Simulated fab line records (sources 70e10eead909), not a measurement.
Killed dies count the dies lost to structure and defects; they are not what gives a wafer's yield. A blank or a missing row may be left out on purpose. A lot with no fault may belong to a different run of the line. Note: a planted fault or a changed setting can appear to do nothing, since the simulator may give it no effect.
Matching of chambers -- flow nand-harc -- cmp-03 running NHARC_A_CONTACT_CMP_20: 4 sister chambers
The step polishes, t overpolish 30 s, target thk 300 nm. 14 wafers are shown with their chamber, then 7 later ones without.

WAFERS, EACH WITH ITS CHAMBER
wafer,chamber,motor-current-A (A),overpolish-run-s (s),edge-zone-pressure-frac
L168.2,0,11.5,29.999,1.002
L168.5,1,12.5,30.005,1.004
L168.6,0,10.8,30.002,0.996
L170.3,1,12.6,30.000,0.995
L170.4,3,13.1,30.004,0.994
L170.6,0,11.3,30.005,1.007
L171.3,2,12.1,30.003,1.003
L171.4,1,12.6,29.995,1.002
L171.5,2,12.1,29.997,1.007
L175.2,1,13.5,30.002,1.005
L175.4,0,11.2,30.001,1.000
L175.6,0,11.3,30.005,0.993
L178.1,0,11.3,30.012,0.993
L178.3,3,13.5,30.025,0.999

SIGNATURES (averages over the wafers above)
reading,chamber 0,chamber 1,chamber 2,chamber 3,scatter within a chamber
motor-current-A,11.233,12.800,12.100,13.300,0.318
overpolish-run-s,30.00400,30.00050,30.00000,30.01450,0.00629
edge-zone-pressure-frac,0.99850,1.00150,1.00500,0.99650,0.00485
Rule: a wafer's distance from a chamber is the root of the sum, over the readings, of the square of ((its reading less the chamber's mean) divided by the reading's scatter). If the next closest chamber is less than 2 further off than the closest, the wafer can't be placed; otherwise it belongs to the closest. The scatter: take each reading less its chamber's mean, square it, sum over the shown wafers, divide by the number of wafers less the number of chambers, and take the root.

WAFERS WITHOUT THEIR CHAMBER
wafer,motor-current-A (A),overpolish-run-s (s),edge-zone-pressure-frac
L178.4,12.3,30.000,1.009
L188.1,13.3,30.008,1.001
L188.2,12.3,30.006,0.999
L188.6,11.7,29.991,1.006
L189.2,11.7,29.998,0.995
L189.3,12.5,30.000,1.001
L189.6,11.1,29.994,0.991

CHAMBER TAKEN BY EACH
wafer,from the rows above,in truth
L178.4,can't be placed: 2 or 1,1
L188.1,can't be placed: 3 or 1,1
L188.2,can't be placed: 2 or 1 or 0 or 3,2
L188.6,can't be placed: 2 or 0 or 1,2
L189.2,can't be placed: 0 or 2 or 1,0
L189.3,can't be placed: 1 or 2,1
L189.6,0,0
1 of 7 placed correctly. Can't be placed from these rows: 6 (the true chamber is among the candidates in 6). Number placed wrongly: 0.
